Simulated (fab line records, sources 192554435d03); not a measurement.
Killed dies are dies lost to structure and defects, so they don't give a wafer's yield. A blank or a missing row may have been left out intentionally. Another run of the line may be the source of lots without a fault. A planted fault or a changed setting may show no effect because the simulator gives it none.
Comparing a struck lot with a sound one -- flow n5Finfet -- 42 steps out of a route of 1938
Sound: these wafers, L148.4, L148.5, L148.6. The struck wafers were L157.1, L157.2, L157.4. The cause comes at the end.
Per side, at each step with rows, come the tool, then ch with its chambers, and then its first start. Under that, the readings that differ: sound wafers -- struck wafers -- difference of the means -- sigmas: that difference in standard deviations of wafers without a fault.
alike: readings with means less than 2 such deviations apart, plus words and numbers identical on both sides. not compared: withheld readings, readings lacking a value on some wafer, bounds such as >300 that could conceal the same value, and numbers that have no deviation in the record and whose values overlap.
Wherever a step has rows on one side only, a row that says differs or no value, or a row with sigmas, the two part there. Non-overlapping numbers with no deviation appear without sigmas and do not part them. A reading that every wafer of one side lacks parts them only if that side has two wafers or more.

first, 7 steps without rows for these wafers: N5_SD_EPI_P_STRIP_38 (strips in N2/H2); N5_SD_EPI_P_ETCHBACK_46 (etches SiNx in CH3F/O2, stops on SiO2, target depth 17.5 nm); N5_SD_EPI_P_ETCH_47 (etches SiOCN in CH3F/O2, target depth 25 nm); N5_SD_EPI_P_ETCH_16 (etches SiO2 in CHF3/O2, target depth 5 nm); N5_SD_EPI_P_STRIP_50 (strips in CHF3/O2); N5_SD_EPI_P_SD_RECESS_17 (chemistry HBr/Cl2/O2, target depth 39.1 nm, bt time 3 s); N5_SD_EPI_P_WET_ETCH_45 (etches SiO2 in dHF, time 10.7 s, target depth 2 nm, rinse time 30 s).
N5_SD_EPI_P_STRIP_40: strips in N2/H2.
  sound on plasmaAsher-02 ch 0,1, day 4 00:47; struck on plasmaAsher-02 ch 0,1, day 6 10:17
  alike: drypumpMotorCurrentA, heaterPowerW, oesProductAu
  not compared: rfHoursCounterH
then, 4 steps without rows for these wafers: N5_SD_EPI_P_PRECLEAN_52 (cleans in O3/DIW, time 60 s); N5_SD_EPI_P_SRD_20 (time 30 s); N5_SD_EPI_P_PRECLEAN_51 (cleans in NF3:NH3, afs cycles 1, time 20 s, sublimation time 60 s); N5_SD_EPI_P_VAPOR_ETCH_44 (etches SiGe30 in NF3/Ar, time 3.3 s).
N5_SD_EPI_P_EPI_21: deposits SiGe:B, time 355 s.
  sound on epiRpcvd-03 ch 0, day 4 02:22; struck on epiRpcvd-03 ch 0, day 6 10:48
reading,sound,struck,difference,sigmas
susceptorTempC (C),550.06 549.81 549.87,553.02 553.16 553.06,+3.17,+13
susceptor_temp_C_max,551.24 551.04 550.93,554.05 554.20 554.13,+3.06,+10
model.SiGe-B_of_SD_EPI_P_EPI_21.thkNm (nm),60.4 60.8 61.2,65 65.6 65.8,+5,
  alike: lampInnerPct
N5_SD_EPI_P_EPI_MEAS_23:
  sound on filmMetro-02 at day 4 03:29; struck on filmMetro-02 at day 6 13:00
reading,sound,struck,difference,sigmas
thkNm (nm),60.0 61.1 58.8,65.9 64.8 65.9,+5.6,+5
then, 6 steps without rows for these wafers: N5_SD_EPI_P_HM_STRIP_48 (strips SiNx in H3PO4, material SiNx, target depth 3 nm); N5_SD_EPI_P_SRD_49 (time 30 s); N5_SD_EPI_P_PRECLEAN_24 (cleans in O3/DIW, time 45 s); N5_SD_EPI_P_PRECLEAN_32 (cleans in dHF, time 10 s); N5_SD_EPI_P_PRECLEAN_33 (cleans in SC2, time 45 s); N5_SD_EPI_P_SRD_25 (time 30 s).
N5_SD_EPI_P_INSPECT_26: inspects for defects (darkfield).
  sound on defectInspect-02 at day 4 03:39; struck on defectInspect-01 at day 6 13:10
  alike: rawDefectCount
N5_SD_ACTIVATION_RTA_00: time 0 s.
  sound on rtpAnneal-01 ch 0, day 4 03:46; struck on rtpAnneal-01 ch 0, day 6 13:12
  alike: lampPowerPct, wafer_temp_C_max
N5_SD_ACTIVATION_LSA_01: time 0.0008 s.
  sound on laserAnneal-02 ch 0, day 4 03:58; struck on laserAnneal-02 ch 0, day 6 13:24
  alike: wafer_temp_C_max
N5_SD_ACTIVATION_INSPECT_02: inspects for defects (darkfield).
  sound on defectInspect-02 at day 4 04:24; struck on defectInspect-01 at day 6 13:55
  alike: rawDefectCount
N5_ILD0_LINER_00: material SiNx, target thk 4 nm, pulse time 1 s, purge time 2 s.
  sound on aldSin-03 ch 0,2,3, day 4 04:40; struck on aldSin-02 ch 1,2,3, day 6 14:29
  alike: heaterPowerW, precursorPulseHeightRel
then, 2 steps without rows for these wafers: N5_ILD0_FCVD_FILL_01 (material SiO2 flowable, target thk 200 nm, time 328.3 s); N5_ILD0_CURE_02 (time 1800 s).
N5_ILD0_CMP_03: polishes, stops on SiNx, t overpolish 1.9 s, target thk 197.38 nm.
  sound on cmp-04 ch 2,3, day 4 07:05; struck on cmp-03 ch 0,2,3, day 6 17:15
reading,sound,struck,difference,sigmas
motorCurrentA (A),9.8 9.8 12.0,14.1 12.8 14.9,+3.4,+2
  alike: overpolishRunS, platenRpm, timeToEndpointS
N5_ILD0_THK_MEAS_04:
  sound on filmMetro-01 at day 4 07:21; struck on filmMetro-02 at day 6 17:30
  alike: thkNm
then, 1 step without rows for these wafers: N5_ILD0_CMP_07 (polishes SiO2 flowable, stops on poly-Si, t overpolish 1.18 s, target thk 138.88 nm).
N5_ILD0_THK_MEAS_08:
  sound on filmMetro-01 at day 4 07:40; struck on filmMetro-02 at day 6 17:54
  alike: thkNm
then, 3 steps without rows for these wafers: N5_ILD0_PRECLEAN_10 (cleans in NF3:NH3, afs cycles 5, time 20 s, sublimation time 60 s); N5_ILD0_ALD_15 (deposits SiNx, target thk 24 nm, pulse time 1 s, ald cycles 480); N5_ILD0_CMP_12 (polishes SiNx, stops on poly-Si, t overpolish 6 s, target thk 17.67 nm).
N5_ILD0_THK_MEAS_13:
  sound on filmMetro-02 at day 4 10:53; struck on filmMetro-02 at day 6 21:07
  alike: thkNm
N5_ILD0_INSPECT_06: inspects for defects (darkfield).
  sound on defectInspect-01 at day 4 10:55; struck on defectInspect-02 at day 6 21:08
  alike: rawDefectCount
then, 4 steps without rows for these wafers: N5_SDB_HM_DEP_00 (deposits SiNx from SiH4/NH3/N2, target thk 40 nm, time 35.3 s); N5_SDB_COAT_03 (time 60 s, resist thk 100 nm); N5_SDB_COAT_04 (time 60 s, resist thk 18 nm); N5_SDB_COAT_05 (resist thk 90 nm).
N5_MOL_CONTACT_COAG_ETCH_110: etches Si in CF4/O2, target depth 2.5 nm, time 8 s.
  sound on rieDiel-03 ch 0,3, day 5 12:45; struck on rieDiel-06 ch 0,1,3, day 7 19:28
reading,sound,struck,difference,sigmas
model.SiGe-B_of_SD_EPI_P_EPI_21.thkNm (nm),57.6 57.8 58.4,62 62.4 62.6,+4,
  alike: chamberPressureMTorr, drypumpMotorCurrentA, oesProductAu, rfVppV, showerheadPlenumPTorr, throttleValvePct
  not compared: rfHoursCounterH
then, 1 step without rows for these wafers: N5_PASSIVATION_PROBE_49.

WHERE THEY PART
Last at N5_ILD0_CMP_03 as far as this record goes, first at N5_SD_EPI_P_EPI_21. Later steps at which nothing parts them and some readings are alike: N5_ILD0_THK_MEAS_04, N5_ILD0_THK_MEAS_08, N5_ILD0_THK_MEAS_13, N5_ILD0_INSPECT_06, N5_MOL_CONTACT_COAG_ETCH_110.

WHY: what the simulator had put in
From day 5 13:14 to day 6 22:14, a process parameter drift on epiRpcvd-03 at N5_SD_EPI_P_EPI_21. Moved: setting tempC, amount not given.
